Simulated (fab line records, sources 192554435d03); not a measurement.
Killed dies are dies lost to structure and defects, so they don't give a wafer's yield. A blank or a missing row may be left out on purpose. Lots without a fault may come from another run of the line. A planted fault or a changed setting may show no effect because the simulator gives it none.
fab line records | flow n5_finfet | part 2 of 2: steps 4 to 6 of 6
record lots=23 wafers=69 last_day=17
route steps=1938 shown MOL_CONTACT_COAG@618 BEOL_M0_SAQP@632 BEOL_M0@730
lots that met no fault: from a run of the same line without faults
start_h: hours from the record's first day to the start of the lot's first wafer shown | wait_h: hours since the lot's step before | " the same as in the row above | L1.1+2: a row that stands for several wafers | - no value, or no start given | * or withheld: withheld | < > ~ a bound
route shown NAME@n: a module of which the file shows steps, and the number in the route of the first | usual: mean/standard deviation of fault-free wafers | same: alike in all rows | chamber/n: place in a boat | sites: the reading at each site | _std_site: their standard deviation | _edge_site: outer sites' mean less inner sites' | radius_mm: how far each site lies from the wafer's centre | mask NAME#n: copy n | behind: the tool/chamber that last shaped the wafer | hold: why the lot was held/for how many hours/how that ended | device: the transistor (n, p or np) that didn't switch | end of line: the same wafers' tests at the end of the route | a step without rows: its recipe alone | killed: dies lost to structure and defects at the first sort, not the wafer's yield | map: a wafer's dies, x killed, . not, _ none there
set.NAME: the setting as run; set.NAME@STEP: as run at that earlier step | model.NAME: the simulator's own value behind a step, which no gauge read
steps of the route over a sample of lots; a table a step, a row a wafer
services: from which hour (start_h, from the record's first day; less than 0 if before it) a tool's chamber was out of use, for how many hours, and why
## steps
# step N5_BEOL_M0_SAQP_ETCH_84
# recipe chemistry=N2/H2 target=SOC target_depth_a=1000 overetch_a=200 mask_material=SiARC temp_c=40 time_s=150 ion_energy_ev=200 pressure_mtorr=30 source_w=840 bias_w=150 n2_flow_sccm=200 h2_flow_sccm=200
# usual chamber_pressure_mTorr=30.000/0.029 drypump_motor_current_A=5.9/0.52 oes_product_au=0.71/0.067 rf_vpp_V=524.1/2.4 showerhead_plenum_p_Torr=2.55/0.081 throttle_valve_pct=17.78/0.27
# same time_s=150
# columns lot.wafer tool chamber start_h wait_h chamber_pressure_mTorr drypump_motor_current_A oes_product_au rf_hours_counter_h rf_vpp_V showerhead_plenum_p_Torr throttle_valve_pct
L075.2 rie_diel-02 0 117.20 0.0 30.044 5.5 0.62 229 527.8 2.64 18.30
L075.5 " 1 " " 30.007 5.4 0.69 - 525.5 2.55 17.75
L075.6 " 0 " " 30.017 5.6 0.62 - 526.0 2.64 18.30
L076.3 rie_diel-02 3 120.45 0.0 29.998 6.0 0.66 156 523.6 2.53 18.07
L076.4 " 1 " " 29.988 5.3 0.69 - 523.4 2.55 17.74
L076.6 " 0 " " 30.004 5.6 0.63 - 526.2 2.64 18.29
L077.2 rie_diel-04 2 128.98 0.0 29.975 5.7 0.68 149 521.3 2.44 17.64
L077.4 " 0 " " 30.002 6.1 0.68 163 528.1 2.65 18.05
L077.6 " 3 " " 30.013 6.7 0.73 - 522.0 2.44 17.51
L074.1 rie_diel-04 2 132.88 0.0 30.010 5.7 0.68 151 520.8 2.44 17.64
L074.3 " 1 " " 29.998 5.0 0.81 16 526.8 2.62 17.92
L074.5 " 3 " " 30.005 6.6 0.72 - 519.8 2.44 17.53
L078.4 rie_diel-04 3 135.67 0.0 29.961 6.6 0.72 - 522.6 2.44 17.52
L078.5 " 1 " " 29.975 5.0 0.80 - 525.5 2.62 17.92
L078.6 " 2 " " 29.989 5.7 0.67 - 520.2 2.44 17.64
L079.1 rie_diel-02 2 135.98 0.0 30.010 6.2 0.84 3 528.7 2.70 17.50
L079.3 " 3 " " 30.039 6.0 0.65 162 523.2 2.52 18.08
L079.5 " 3 " " 29.970 6.0 0.65 - 525.1 2.52 18.09
L080.2 rie_diel-04 2 142.16 0.0 30.052 5.7 0.67 156 520.2 2.44 17.65
L080.3 " 3 " " 30.003 6.6 0.72 121 521.7 2.44 17.50
L080.6 " 1 " " 30.005 5.0 0.80 - 524.9 2.62 17.92
L082.2 rie_diel-02 0 160.62 0.0 29.995 5.6 0.62 245 526.8 2.64 18.32
L082.4 " 3 " " 30.007 6.0 0.65 - 525.1 2.52 18.10
L082.5 " 0 " " 30.030 5.6 0.63 - 525.9 2.64 18.31
L083.1 rie_diel-01 0 170.32 0.0 30.057 5.1 0.78 33 522.3 2.48 17.53
L083.3 " 2 " " 30.000 6.8 0.70 122 521.4 2.47 17.61
L083.4 " 1 " " 30.013 6.4 0.79 40 523.2 2.57 17.82
L084.1 rie_diel-02 3 171.51 0.0 30.022 6.0 0.64 175 524.2 2.52 18.11
L084.2 " 2 " " 29.994 6.2 0.79 16 528.3 2.69 17.53
L084.4 " 0 " " 30.017 5.6 0.61 - 526.7 2.63 18.34
L085.2 rie_diel-02 3 177.96 0.0 30.019 6.0 0.64 177 523.2 2.52 18.10
L085.3 " 2 " " 30.046 6.2 0.79 18 529.0 2.69 17.53
L085.6 " 1 " " 29.996 5.4 0.67 - 524.1 2.54 17.75
L086.2 rie_diel-02 2 186.09 0.0 30.000 6.2 0.79 22 529.4 2.69 17.52
L086.4 " 3 " " 29.997 6.0 0.64 - 522.9 2.52 18.11
L086.5 " 2 " " 29.991 6.2 0.79 - 529.9 2.69 17.54
L087.1 rie_diel-01 3 191.91 0.0 30.011 6.3 0.67 183 523.4 2.50 17.35
L087.5 " 2 " " 29.988 6.8 0.69 - 520.9 2.47 17.62
L087.6 " 3 " " 30.015 6.3 0.65 - 523.9 2.50 17.35
L088.4 rie_diel-04 1 194.16 0.0 30.060 5.0 0.78 37 525.3 2.61 17.96
L088.5 " 0 " " 30.004 6.1 0.67 - 526.5 2.65 18.10
L088.6 " 3 " " 29.973 6.7 0.70 - 521.0 2.43 17.54
L089.2 rie_diel-01 0 198.59 0.0 29.956 5.1 0.77 42 522.1 2.48 17.56
L089.5 " 0 " " 29.975 5.1 0.77 - 521.4 2.48 17.56
L089.6 " 1 " " 30.014 6.4 0.79 - 525.1 2.57 17.83
L090.2 rie_diel-01 2 206.46 0.0 30.016 6.8 0.68 134 521.4 2.47 17.65
L090.3 " 3 " " 29.988 6.3 0.66 187 522.5 2.50 17.36
L090.5 " 0 " " 29.964 5.1 0.76 - 521.7 2.48 17.55
L091.2 rie_diel-02 0 210.53 0.0 29.980 5.6 0.85 6 526.3 2.63 17.93
L091.5 " 1 " " 30.013 5.4 0.67 - 523.1 2.54 17.77
L091.6 " 0 " " 29.958 5.6 0.85 - 524.6 2.63 17.95
L092.2 rie_diel-04 1 214.28 0.0 30.031 5.0 0.76 43 526.6 2.61 17.96
L092.4 " 3 " " 29.995 6.7 0.70 142 521.0 2.43 17.57
L092.5 " 0 " " 30.017 6.1 0.66 - 525.5 2.65 18.09
L093.2 rie_diel-02 1 221.21 0.0 29.985 5.3 0.66 174 523.0 2.54 17.79
L093.3 " 3 " " 30.000 6.0 0.63 191 524.3 2.51 18.15
L093.6 " 3 " " 29.980 6.0 0.63 - 524.0 2.51 18.13
L094.2 rie_diel-02 1 225.26 0.0 30.026 5.4 0.66 175 523.1 2.54 17.80
L094.3 " 0 " " 29.979 5.6 0.84 11 526.8 2.63 17.93
L094.5 " 2 " " 30.006 6.2 0.77 - 527.9 2.68 17.57
L095.2 rie_diel-01 3 238.83 0.0 30.015 6.3 0.66 197 523.8 2.50 17.38
L095.4 " 0 " " 30.027 5.1 0.75 55 522.2 2.47 17.58
L095.5 " 0 " " 29.905 5.1 0.75 - 521.8 2.47 17.58
L096.1 rie_diel-02 2 240.31 0.0 30.028 6.2 0.77 37 528.1 2.68 17.57
L096.4 " 0 " " 30.007 5.6 0.82 16 526.0 2.63 17.97
L096.6 " 2 " " 29.987 6.2 0.77 - 528.0 2.68 17.57
L097.3 rie_diel-02 3 245.97 0.0 29.958 6.0 0.63 198 523.7 2.51 18.14
L097.4 " 1 " " 30.025 5.4 0.66 182 521.4 2.54 17.79
L097.6 " 0 " " 30.010 5.6 0.82 - 525.0 2.63 17.97
# step N5_BEOL_M0_SAQP_CD_MEAS_29
# recipe target_cd_nm=14.4 landing_energy_ev=1000 detector=se_inlens
# usual cd_nm=14.95/0.22
# columns lot.wafer tool chamber start_h wait_h cd_nm
L075.2 cd_sem-02 0 121.28 0.1 15.00
L075.5 " 0 " " 15.15
L075.6 " 0 " " 14.66
L076.3 cd_sem-03 0 124.70 0.1 14.95
L076.4 " 0 " " 15.00
L076.6 " 0 " " 15.09
L077.2 cd_sem-02 0 132.50 0.1 14.76
L077.4 " 0 " " 15.11
L077.6 " 0 " " 15.18
L074.1 cd_sem-02 0 136.63 0.1 14.41
L074.3 " 0 " " 14.66
L074.5 " 0 " " 15.08
L078.4 cd_sem-03 0 139.22 0.1 14.70
L078.5 " 0 " " 15.11
L078.6 " 0 " " 14.88
L079.1 cd_sem-03 0 139.90 0.1 14.93
L079.3 " 0 " " 15.12
L079.5 " 0 " " 15.09
L080.2 cd_sem-02 0 145.51 0.1 14.86
L080.3 " 0 " " 14.98
L080.6 " 0 " " 14.85
L082.2 cd_sem-02 0 164.28 0.1 15.18
L082.4 " 0 " " 15.19
L082.5 " 0 " " 14.66
L083.1 cd_sem-03 0 174.20 0.1 14.89
L083.3 " 0 " " 15.14
L083.4 " 0 " " 14.91
L084.1 cd_sem-03 0 175.88 0.1 15.35
L084.2 " 0 " " 14.61
L084.4 " 0 " " 14.67
L085.2 cd_sem-03 0 182.55 0.1 14.93
L085.3 " 0 " " 14.83
L085.6 " 0 " " 15.13
L086.2 cd_sem-03 0 191.41 0.1 15.05
L086.4 " 0 " " 15.07
L086.5 " 0 " " 14.96
L087.1 cd_sem-02 0 195.20 0.1 15.38
L087.5 " 0 " " 15.06
L087.6 " 0 " " 15.24
L088.4 cd_sem-03 0 198.56 0.0 14.75
L088.5 " 0 " " 14.96
L088.6 " 0 " " 15.24
L089.2 cd_sem-01 0 202.72 0.1 14.79
L089.5 " 0 " " 14.91
L089.6 " 0 " " 15.11
L090.2 cd_sem-02 0 209.71 0.1 15.32
L090.3 " 0 " " 15.19
L090.5 " 0 " " 14.97
L091.2 cd_sem-02 0 214.04 0.1 14.71
L091.5 " 0 " " 15.22
L091.6 " 0 " " 14.97
L092.2 cd_sem-03 0 217.57 0.1 15.24
L092.4 " 0 " " 14.98
L092.5 " 0 " " 15.05
L093.2 cd_sem-03 0 224.66 0.1 15.01
L093.3 " 0 " " 15.15
L093.6 " 0 " " 15.23
L094.2 cd_sem-03 0 229.43 0.1 15.07
L094.3 " 0 " " 15.11
L094.5 " 0 " " 14.83
L095.2 cd_sem-01 0 242.59 0.1 14.94
L095.4 " 0 " " 14.91
L095.5 " 0 " " 14.99
L096.1 cd_sem-01 0 243.89 0.1 14.82
L096.4 " 0 " " 15.09
L096.6 " 0 " " 14.89
L097.3 cd_sem-02 0 249.94 0.1 15.12
L097.4 " 0 " " 14.88
L097.6 " 0 " " 14.53
# step N5_BEOL_M0_PRE_CLEAN_113
# recipe gas=H2/He time_s=30 temp_c=250
# usual heater_power_w=326/31
# same time_s=30
# columns lot.wafer tool chamber start_h wait_h heater_power_w
L075.2 pvd_sputter-01 - 127.61 0.0 353
L075.5 " - " " 272
L075.6 " - " " 343
L076.3 pvd_sputter-03 - 128.94 0.0 342
L076.4 " - " " 336
L076.6 " - " " 334
L077.2 pvd_sputter-03 - 136.59 0.0 355
L077.4 " - " " 272
L077.6 " - " " 335
L074.1 pvd_sputter-01 - 145.75 0.0 272
L074.3 " - " " 345
L074.5 " - " " 279
L079.1 pvd_sputter-01 - 145.83 0.0 345
L079.3 " - " " 339
L079.5 " - " " 355
L078.4 pvd_sputter-01 - 149.75 0.0 354
L078.5 " - " " 332
L078.6 " - " " 277
L080.2 pvd_sputter-03 - 150.03 0.0 359
L080.3 " - " " 268
L080.6 " - " " 265
L082.2 pvd_sputter-02 - 170.97 0.0 373
L082.4 " - " " 299
L082.5 " - " " 367
L083.1 pvd_sputter-03 - 177.87 0.0 333
L083.3 " - " " 354
L083.4 " - " " 260
L084.1 pvd_sputter-02 - 182.20 0.0 354
L084.2 " - " " 342
L084.4 " - " " 297
L085.2 pvd_sputter-03 - 191.52 0.0 344
L085.3 " - " " 336
L085.6 " - " " 356
L086.2 pvd_sputter-01 - 197.25 0.0 341
L086.4 " - " " 359
L086.5 " - " " 332
L087.1 pvd_sputter-02 - 201.82 0.0 358
L087.5 " - " " 294
L087.6 " - " " 362
L088.4 pvd_sputter-01 - 201.95 0.0 351
L088.5 " - " " 337
L088.6 " - " " 354
L089.2 pvd_sputter-01 - 210.32 0.0 340
L089.5 " - " " 355
L089.6 " - " " 335
L090.2 pvd_sputter-01 - 215.05 0.0 356
L090.3 " - " " 279
L090.5 " - " " 335
L091.2 pvd_sputter-02 - 220.37 0.0 353
L091.5 " - " " 362
L091.6 " - " " 299
L092.2 pvd_sputter-01 - 222.80 0.0 344
L092.4 " - " " 265
L092.5 " - " " 332
L093.2 pvd_sputter-01 - 233.78 0.0 358
L093.3 " - " " 348
L093.6 " - " " 344
L094.2 pvd_sputter-02 - 237.36 0.0 296
L094.3 " - " " 343
L094.5 " - " " 337
L096.1 pvd_sputter-03 - 248.05 0.0 343
L096.4 " - " " 352
L096.6 " - " " 343
L095.2 pvd_sputter-01 - 248.15 0.0 349
L095.4 " - " " 342
L095.5 " - " " 332
L097.3 pvd_sputter-03 - 254.31 0.0 338
L097.4 " - " " 263
L097.6 " - " " 266
## services
# columns tool chamber start_h hours kind
pecvd-04 - 87.24 0.4 repair
rie_diel-03 2 97.15 3.3 repair
rie_diel-06 0 100.78 9.1 repair
rie_diel-02 2 102.90 - clean
rie_diel-02 2 102.90 - consumable_replace:focus_ring
rie_diel-02 2 102.90 - consumable_replace:showerhead
rie_diel-02 2 102.90 25.0 scheduled_down
rie_diel-02 2 102.90 25.0 vent_cycle
rie_diel-04 2 114.20 1.9 repair
rie_diel-06 - 119.48 4.4 repair
rie_diel-06 0 124.63 1.7 repair
rie_diel-04 - 131.63 0.8 repair
rie_diel-04 0 132.51 11.9 repair
pecvd-03 0 147.55 3.9 repair
rie_diel-02 1 156.55 15.9 repair
rie_diel-03 - 158.24 0.4 repair
rie_diel-01 3 165.35 3.0 repair
rie_diel-03 3 168.79 4.2 repair
rie_diel-02 0 172.64 - clean
pecvd-03 - 205.77 3.3 repair
rie_diel-03 0 218.61 7.7 repair
rie_diel-01 2 220.07 16.1 repair
rie_diel-06 - 223.44 14.6 pm
rie_diel-05 - 229.22 0.1 repair
